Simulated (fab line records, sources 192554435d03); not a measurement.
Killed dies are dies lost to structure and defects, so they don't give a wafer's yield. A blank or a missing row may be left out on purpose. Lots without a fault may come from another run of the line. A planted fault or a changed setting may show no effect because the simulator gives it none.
Split-lot experiment | flow n5_finfet | 7 lots, 21 wafers read, on a route of 1938 steps

THE SPLIT
At N5_ZERO_LAYER_EXPOSE_08 (exposes mask ZERO, defocus 0 nm, target cd 2000 nm), the setting dose_mj was moved away from the recipe's 16.2 on 7 of the 21 wafers read, by -6.9% to -2.8%. The other wafers ran this setting at the recipe's value.

FROM THE SPLIT TO THE READING: what the file shows between them, 3 steps
- N5_ZERO_LAYER_PEB_09
- N5_ZERO_LAYER_DEVELOP_10: develop time 60 s
- N5_ZERO_LAYER_HARDBAKE_23: time 120 s

THE READING
cd_nm, in nm, at N5_ZERO_LAYER_CD_MEAS_11 (target cd 2000 nm). Fault-free wafers of this fab line usually give 2000.9 nm, standard deviation 2 nm.

wafer  | tool, chamber at the split | dose_mj as run | against the recipe | cd_nm, nm | against lot-mates on the recipe
L075.1 | krf_scanner-02, 0          | 15.5           | -4.3%              | 1994.5    | -9.8
L075.5 | krf_scanner-02, 0          | 16.2           | recipe             | 2004.3    | -
L075.6 | krf_scanner-02, 0          | 15.5           | -4.3%              | 1990.6    | -13.7
L077.2 | krf_scanner-01, 0          | 16.2           | recipe             | 2000.2    | -
L077.4 | krf_scanner-01, 0          | 16.2           | recipe             | 2002.4    | -
L077.5 | krf_scanner-01, 0          | 16.2           | recipe             | 2002.5    | -
L081.2 | krf_scanner-01, 0          | 16.2           | recipe             | 2000.1    | -
L081.4 | krf_scanner-01, 0          | 16.2           | recipe             | 2001.3    | -
L081.6 | krf_scanner-01, 0          | 16.2           | recipe             | 1998.4    | -
L090.4 | krf_scanner-01, 0          | 16.2           | recipe             | 2001.0    | -
L090.5 | krf_scanner-01, 0          | 15.32          | -5.4%              | 1991.4    | -9.6
L090.6 | krf_scanner-01, 0          | 15.32          | -5.4%              | 1992.7    | -8.3
L091.3 | krf_scanner-02, 0          | 16.2           | recipe             | 1999.3    | -
L091.5 | krf_scanner-02, 0          | 15.75          | -2.8%              | 1993.1    | -6.2
L091.6 | krf_scanner-02, 0          | 15.75          | -2.8%              | 1994.1    | -5.2
L092.1 | krf_scanner-02, 0          | 16.2           | recipe             | 2003.9    | -
L092.3 | krf_scanner-02, 0          | 16.2           | recipe             | 2001.9    | -
L092.4 | krf_scanner-02, 0          | 15.09          | -6.9%              | 1988.1    | -14.8
L093.1 | krf_scanner-02, 0          | 16.2           | recipe             | 2006.5    | -
L093.3 | krf_scanner-02, 0          | 16.2           | recipe             | 2003.8    | -
L093.6 | krf_scanner-02, 0          | 16.2           | recipe             | 2001.5    | -

THE FIT
A straight line over all 21 wafers: cd_nm changes by +2.04 nm for each +1% of dose_mj; r = +0.92; the points scatter about the line by 2.1 nm.
The same after taking each lot's own level away (the mean of its wafers on the recipe; 21 wafers): +2.08 nm for each +1%; r = +0.94; scatter 1.7 nm.
On that fit, the largest move of dose_mj shifts the reading by 14 nm.
The lots' own levels span 1999.30 to 2004.30 nm, that is 2.5 times the standard deviation above.
So the lot-to-lot level changes the slope little: the two slopes agree.
Check: with one of the wafers moved furthest among these (-6.9%) left out of the fit, the line predicts -14.1 nm for it against its lot-mates. It came out at -14.8 nm against them.

OTHER SPLITS ON THESE WAFERS
These wafers also went through other splits before the reading. Each is held against what the fit with the lots' levels taken away leaves over:
other split on the same wafers | wafers away from the commonest value | r with cd_nm (lot level and that fit taken away)
N5_ZERO_LAYER_PECVD_02 time_s  | 8                                    | -0.29

THE WHOLE CHAIN: every reading that the file lists as answering this split, in the file's order
step                     | what it does             | reading                                                           | change (the file's fit)              | r (the file's)
N5_ZERO_LAYER_CD_MEAS_11 | target cd 2000 nm        | cd_nm                                                             | +2.1 nm for each +1% of the setting  | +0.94
N5_ZERO_LAYER_DESCUM_16  | chemistry O2, time 7.9 s | ZERO_LAYER.cd_nm (the simulator's own value, which no gauge read) | +2.11 nm for each +1% of the setting | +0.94

THE FILE'S OWN FIT
cd_nm changes by +2.1 nm for each +1% of dose_mj, r = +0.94.
